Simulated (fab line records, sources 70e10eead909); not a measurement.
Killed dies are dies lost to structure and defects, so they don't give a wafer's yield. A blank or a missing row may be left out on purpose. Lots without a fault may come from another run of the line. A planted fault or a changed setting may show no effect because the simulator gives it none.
One fault seen from 3 desks | flow nand_harc | each desk has only its own numbers; what lay behind them comes last

THE METROLOGY DESK
What the gauges read, lot by lot, whatever tool the lot ran on: means of the sampled wafers that have a number. A lot is out of limits, marked OUT, if its mean lies more than 4 standard deviations from the usual mean; the brackets give that distance.
Columns: A = overlay_x_nm at NHARC_A_CHANNEL_HOLE_D2_OVL_MEAS_11, usual 0.4 nm; B = overlay_y_nm at NHARC_A_CHANNEL_HOLE_D2_OVL_MEAS_11, usual 0.1 nm
lot  | first seen here | A    | B
L627 | day 12 15:26    | -1.1 | -0.4
L628 | day 13 13:02    | 2.0  | 0.9
L629 | day 13 14:58    | 0.7  | 0.1
L630 | day 14 02:58    | -0.4 | 1.0
L631 | day 14 15:09    | 2.1  | 0.5
L632 | day 15 02:36    | -0.8 | 0.3
L634 | day 16 07:23    | 0.8  | -0.2
L638 | day 17 11:52    | 1.5  | -0.8
L645 | day 20 14:26    | 1.2  | 0.0
L648 | day 21 17:40    | 0.7  | -0.0
L649 | day 22 03:45    | -0.5 | 1.3
L650 | day 22 18:55    | 0.2  | 0.3
This desk's finding: nothing out of limits on any of the 12 lots.

THE DEFECT DESK
What the inspections along the route counted, lot by lot: means of the sampled wafers that have a number. A lot is out of limits, marked OUT, if its mean lies more than 4 standard deviations from the usual mean; the brackets give that distance.
Columns: A = raw_defect_count at NHARC_A_ONON_D2_INSPECT_32, usual 439
lot  | first seen here | A
L627 | day 12 12:31    | 386
L628 | day 13 09:32    | 303
L629 | day 13 09:36    | 591
L630 | day 13 23:46    | 425
L631 | day 14 10:49    | 570
L632 | day 14 23:54    | 394
L634 | day 16 04:29    | 218
L638 | day 17 08:29    | 409
L645 | day 20 08:15    | 719
L648 | day 21 13:25    | 398
L649 | day 22 00:41    | 519
L650 | day 22 13:52    | 327
This desk's finding: nothing out of limits on any of the 12 lots.

THE TOOL OWNER'S DESK: rie_diel-08
The tool's own readings at NHARC_A_CHANNEL_HOLE_D2_ETCH_16 (etches the open film in O2/COS, target depth 3100 nm, time 806 s): means of the sampled wafers that have a number, for each lot that ran on this tool. A lot is out of limits, marked OUT, if its mean lies more than 4 standard deviations from the usual mean; the brackets give that distance.
Columns: A = drypump_motor_current_A at NHARC_A_CHANNEL_HOLE_D2_ETCH_16, usual 5.6 A; B = oes_product_au at NHARC_A_CHANNEL_HOLE_D2_ETCH_16, usual 1.002 a.u.; C = rf_vpp_V at NHARC_A_CHANNEL_HOLE_D2_ETCH_16, usual 314.0 V; D = showerhead_plenum_p_Torr at NHARC_A_CHANNEL_HOLE_D2_ETCH_16, usual 3.11 Torr; E = throttle_valve_pct at NHARC_A_CHANNEL_HOLE_D2_ETCH_16, usual 28.330 %
lot  | first seen here | A   | B     | C     | D    | E
L628 | day 13 13:44    | 5.3 | 0.995 | 314.3 | 3.15 | 28.323
L630 | day 14 03:38    | 5.4 | 1.008 | 315.4 | 3.26 | 28.324
L638 | day 17 12:37    | 5.4 | 0.965 | 315.2 | 3.15 | 28.334
L645 | day 20 15:07    | 5.7 | 1.018 | 314.8 | 3.23 | 28.324
L648 | day 21 18:17    | 5.5 | 1.023 | 315.4 | 3.25 | 28.328
L649 | day 22 04:23    | 5.6 | 1.019 | 317.2 | 3.33 | 28.320
This desk's finding: nothing out of limits on any of the 6 lots.

PUT TOGETHER
The metrology desk saw nothing out of limits.
The defect desk saw nothing out of limits.
The tool owner's desk saw nothing out of limits.

WHAT THE SIMULATOR HAD PUT IN
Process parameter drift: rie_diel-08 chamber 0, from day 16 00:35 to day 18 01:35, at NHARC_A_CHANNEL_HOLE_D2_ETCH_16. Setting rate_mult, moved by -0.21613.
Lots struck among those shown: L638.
